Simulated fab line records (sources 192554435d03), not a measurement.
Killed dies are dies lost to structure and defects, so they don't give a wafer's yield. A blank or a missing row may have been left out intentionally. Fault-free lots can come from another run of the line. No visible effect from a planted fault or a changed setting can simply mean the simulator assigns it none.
Lot-split experiment -- flow n5-finfet -- route with 1938 steps; 7 lots, 21 wafers read

SPLIT DETAILS
At N5_BEOL_M6_DEP_56 (deposits SiCN from 3MS/NH3, target thk 10 nm, time 17.5 s), the setting time-s was moved away from the recipe's 17.5 s on 7 of the 21 wafers read, by -12.2% to -6.1%. For the rest of the wafers, this setting stayed at what the recipe calls for.

The reading is taken at the split's own step.

THE READING
SiCN_of_BEOL_M6_DEP_56.thk-nm (the simulator's own value, which no gauge read), in nm, at N5_BEOL_M6_DEP_56 (deposits SiCN from 3MS/NH3, target thk 10 nm, time 17.5 s). There is no usual value for it anywhere in the file. Here, 14 wafers ran the recipe; their average is 10.0 nm with a standard deviation of 0.17 nm.

wafer,"tool, chamber at the split","time-s as run, s",against the recipe,"SiCN_of_BEOL_M6_DEP_56.thk-nm, nm",against lot-mates on the recipe
L074.1,"pecvd-01, 1",17.5,recipe,10,-
L074.4,"pecvd-01, 0",16.43,-6.1%,9.2,-0.8
L074.5,"pecvd-01, 2",16.43,-6.1%,9.4,-0.6
L080.2,"pecvd-03, 0",15.36,-12.2%,8.8,-1.2
L080.4,"pecvd-03, 0",15.36,-12.2%,9,-1.0
L080.5,"pecvd-03, 2",17.5,recipe,10,-
L081.2,"pecvd-04, 0",17.5,recipe,9.8,-
L081.5,"pecvd-04, 2",17.5,recipe,10.2,-
L081.6,"pecvd-04, 1",17.5,recipe,10,-
L085.3,"pecvd-03, 2",15.65,-10.6%,8.6,-1.2
L085.4,"pecvd-03, 1",17.5,recipe,9.8,-
L085.6,"pecvd-03, 2",15.65,-10.6%,8.8,-1.0
L087.1,"pecvd-04, 2",17.5,recipe,10,-
L087.2,"pecvd-04, 0,1",17.5,recipe,10.2,-
L087.4,"pecvd-04, 0,1",17.5,recipe,10.2,-
L091.1,"pecvd-04, 2,0",17.5,recipe,10,-
L091.2,"pecvd-04, 2,0",17.5,recipe,10,-
L091.6,"pecvd-04, 0",15.89,-9.2%,9.2,-0.8
L095.2,"pecvd-01, 2",17.5,recipe,9.8,-
L095.3,"pecvd-01, 0",17.5,recipe,9.6,-
L095.6,"pecvd-01, 1",17.5,recipe,10,-
Where a row lists several chambers, the file gives one row for several wafers and doesn't say which wafer went through which chamber.

THE FIT
A straight line over all 21 wafers: SiCN_of_BEOL_M6_DEP_56.thk-nm changes by +0.0998 nm for each +1% of time-s; r = +0.94; the points scatter about the line by 0.18 nm.
The same after taking each lot's own level away (the mean of its wafers on the recipe; 21 wafers): +0.0962 nm for each +1%; r = +0.97; scatter 0.13 nm.
On that fit, the largest move of time-s shifts the reading by 1.2 nm.
The span of the lots' own levels, 9.80 to 10.13 nm, comes to 2.0 times the standard deviation stated above.
Hence the lot-to-lot level has little effect on the slope; both slopes agree.
Check: for one of the wafers moved furthest among these (-12.2%), held out of the fit, the line's prediction against its lot-mates is -1.18 nm. It came out at -1.2 nm against them.

THESE WAFERS: OTHER SPLITS
These wafers also went through other splits before the reading. Each is held against what the fit with the lots' levels taken away leaves over:
other split on the same wafers,wafers away from the commonest value,r with SiCN_of_BEOL_M6_DEP_56.thk-nm (lot level and that fit taken away)
N5_BEOL_M4_DESCUM_16 time-s,7,+0.54
N5_BEOL_M4_EXPOSE_25 dose-mj,7,-0.15
N5_BEOL_M4_ETCH_70 bias-w,5,+0.00
N5_BEOL_M5_COAT_66 spin-rpm,4,+0.27
N5_BEOL_M5_COAT_22 spin-rpm,7,-0.14
N5_BEOL_M5_DEP_56 time-s,7,-0.23
N5_BEOL_M6_ILD_DEP_00 time-s,8,-0.17

FILE'S OWN FIT
SiCN_of_BEOL_M6_DEP_56.thk-nm changes by +0.0958 nm for each +1% of time-s, r = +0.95.
